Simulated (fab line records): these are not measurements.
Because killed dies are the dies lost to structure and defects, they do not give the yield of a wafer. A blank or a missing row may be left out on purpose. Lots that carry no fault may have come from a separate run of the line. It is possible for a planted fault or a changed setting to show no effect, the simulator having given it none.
Split-lot experiment || flow n5 finfet || on a route of 1938 steps: 7 lots, 21 wafers read

## THE SPLIT
At N5_MOL_CONTACT_COAG_PECVD_31 (deposits SiO2 from TEOS/O2, target thk 46 nm, time 8.9 s), the setting temp c was moved away from the recipe's 400 C on 8 of the 21 wafers read, by -4.2% to +3.7%. This setting was run at the recipe's value on the other wafers.

## FROM THE SPLIT TO THE READING: what the file shows between them, 4 steps
- N5_MOL_CONTACT_COAG_COAT_75: time 60 s, resist thk 60 nm
- N5_MOL_CONTACT_COAG_COAT_76: time 60 s, resist thk 10 nm
- N5_MOL_CONTACT_COAG_ETCHBACK_135: etches SiO2 in CHF3, target depth 25 nm, time 16.7 s
- N5_MOL_CONTACT_COAG_STRIP_118: strips in CHF3

## THE READING
etch.depth nm (the simulator's own value, which no gauge read), in nm, at N5_MOL_CONTACT_COAG_VIA_ETCH_46 (etches SiO2 in C4F6/O2, target depth 46 nm, overetch 9.2 nm, time 40 s). No usual value for it is given in the file. Average 46.10 nm, standard deviation 0.76 nm, over the 13 wafers here run with the recipe.

{"wafer": "L075.2", "tool, chamber at the split": "pecvd-02, 1", "temp c as run, C": 400, "against the recipe": "recipe", "etch.depth nm, nm": 45.44, "against lot-mates on the recipe": "-"}
{"wafer": "L075.4", "tool, chamber at the split": "pecvd-02, 2", "temp c as run, C": 383.1, "against the recipe": "-4.2%", "etch.depth nm, nm": 50.93, "against lot-mates on the recipe": "+5.49"}
{"wafer": "L075.6", "tool, chamber at the split": "pecvd-02, 0", "temp c as run, C": 383.1, "against the recipe": "-4.2%", "etch.depth nm, nm": 50.88, "against lot-mates on the recipe": "+5.44"}
{"wafer": "L078.1", "tool, chamber at the split": "pecvd-01, 0", "temp c as run, C": 400, "against the recipe": "recipe", "etch.depth nm, nm": 46.03, "against lot-mates on the recipe": "-"}
{"wafer": "L078.4", "tool, chamber at the split": "pecvd-01, 2", "temp c as run, C": 409.8, "against the recipe": "+2.4%", "etch.depth nm, nm": 43.28, "against lot-mates on the recipe": -3.09}
{"wafer": "L078.6", "tool, chamber at the split": "pecvd-01, 1", "temp c as run, C": 400, "against the recipe": "recipe", "etch.depth nm, nm": 46.72, "against lot-mates on the recipe": "-"}
{"wafer": "L082.2", "tool, chamber at the split": "pecvd-02, 0", "temp c as run, C": 400, "against the recipe": "recipe", "etch.depth nm, nm": 46.56, "against lot-mates on the recipe": "-"}
{"wafer": "L082.3", "tool, chamber at the split": "pecvd-02, 2", "temp c as run, C": 400, "against the recipe": "recipe", "etch.depth nm, nm": 46.19, "against lot-mates on the recipe": "-"}
{"wafer": "L082.6", "tool, chamber at the split": "pecvd-02, 0", "temp c as run, C": 414.7, "against the recipe": "+3.7%", "etch.depth nm, nm": 43.33, "against lot-mates on the recipe": -3.05}
{"wafer": "L084.1", "tool, chamber at the split": "pecvd-02, 0", "temp c as run, C": 400, "against the recipe": "recipe", "etch.depth nm, nm": 46.29, "against lot-mates on the recipe": "-"}
{"wafer": "L084.2", "tool, chamber at the split": "pecvd-02, 1", "temp c as run, C": 400, "against the recipe": "recipe", "etch.depth nm, nm": 45.71, "against lot-mates on the recipe": "-"}
{"wafer": "L084.3", "tool, chamber at the split": "pecvd-02, 2", "temp c as run, C": 400, "against the recipe": "recipe", "etch.depth nm, nm": 46.45, "against lot-mates on the recipe": "-"}
{"wafer": "L087.4", "tool, chamber at the split": "pecvd-01, 1", "temp c as run, C": 392.5, "against the recipe": "-1.9%", "etch.depth nm, nm": 49.55, "against lot-mates on the recipe": "+2.00"}
{"wafer": "L087.5", "tool, chamber at the split": "pecvd-01, 0", "temp c as run, C": 400, "against the recipe": "recipe", "etch.depth nm, nm": 47.55, "against lot-mates on the recipe": "-"}
{"wafer": "L087.6", "tool, chamber at the split": "pecvd-01, 2", "temp c as run, C": 392.5, "against the recipe": "-1.9%", "etch.depth nm, nm": 49.08, "against lot-mates on the recipe": "+1.53"}
{"wafer": "L093.2", "tool, chamber at the split": "pecvd-04, 0", "temp c as run, C": 400, "against the recipe": "recipe", "etch.depth nm, nm": 44.43, "against lot-mates on the recipe": "-"}
{"wafer": "L093.4", "tool, chamber at the split": "pecvd-04, 1", "temp c as run, C": 400, "against the recipe": "recipe", "etch.depth nm, nm": 46.39, "against lot-mates on the recipe": "-"}
{"wafer": "L093.5", "tool, chamber at the split": "pecvd-04, 0", "temp c as run, C": 400, "against the recipe": "recipe", "etch.depth nm, nm": 45.07, "against lot-mates on the recipe": "-"}
{"wafer": "L096.1", "tool, chamber at the split": "pecvd-02, 2", "temp c as run, C": 414.2, "against the recipe": "+3.5%", "etch.depth nm, nm": 41.74, "against lot-mates on the recipe": -4.76}
{"wafer": "L096.4", "tool, chamber at the split": "pecvd-02, 1", "temp c as run, C": 400, "against the recipe": "recipe", "etch.depth nm, nm": 46.5, "against lot-mates on the recipe": "-"}
{"wafer": "L096.5", "tool, chamber at the split": "pecvd-02, 0", "temp c as run, C": 414.2, "against the recipe": "+3.5%", "etch.depth nm, nm": 42.87, "against lot-mates on the recipe": -3.63}

FIT RESULTS
A straight line over all 21 wafers: etch.depth nm changes by -1.11 nm for each +1% of temp c; r = -0.95; the points scatter about the line by 0.79 nm.
The same after taking each lot's own level away (the mean of its wafers on the recipe; 21 wafers): -1.16 nm for each +1%; r = -0.98; scatter 0.55 nm.
According to that fit, moving temp c by its largest amount changes the reading by 4.9 nm.
From 45.297 to 47.550 nm: that is the span of the lots' own levels, equal to 3.0 times the standard deviation above.
Consequently the slope shifts little with the lot-to-lot level, the two slopes agreeing.
Check: +4.77 nm against its lot-mates is what the line predicts for one of the wafers moved furthest among these (-4.2%) when that wafer is left out of the fit. It came out at +5.49 nm against them.

## THE OTHER SPLITS THESE WAFERS WENT THROUGH
Other splits were also applied to these wafers ahead of the reading. Each is held against what the fit with the lots' levels taken away leaves over:
{"other split on the same wafers": "N5_GATE_CUT_COAT_35 spin rpm", "wafers away from the commonest value": 6, "r with etch.depth nm (lot level and that fit taken away)": -0.20}

## THE WHOLE CHAIN: every reading that the file lists as answering this split, in the file's order
{"step": "N5_MOL_CONTACT_COAG_PECVD_31", "what it does": "deposits SiO2 from TEOS/O2, target thk 46 nm, time 8.9 s", "reading": "SiO2_of_MOL_CONTACT_COAG_PECVD_31.thk nm (the simulator's own value, which no gauge read)", "change (the file's fit)": "-1.12 nm for each +1% of the setting", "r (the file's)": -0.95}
{"step": "N5_MOL_CONTACT_COAG_VIA_ETCH_46", "what it does": "etches SiO2 in C4F6/O2, target depth 46 nm, overetch 9.2 nm, time 40 s", "reading": "etch.depth nm (the simulator's own value, which no gauge read)", "change (the file's fit)": "-1.12 nm for each +1% of the setting", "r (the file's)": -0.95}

## THE FILE'S OWN FIT
etch.depth nm changes by -1.12 nm for each +1% of temp c, r = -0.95.
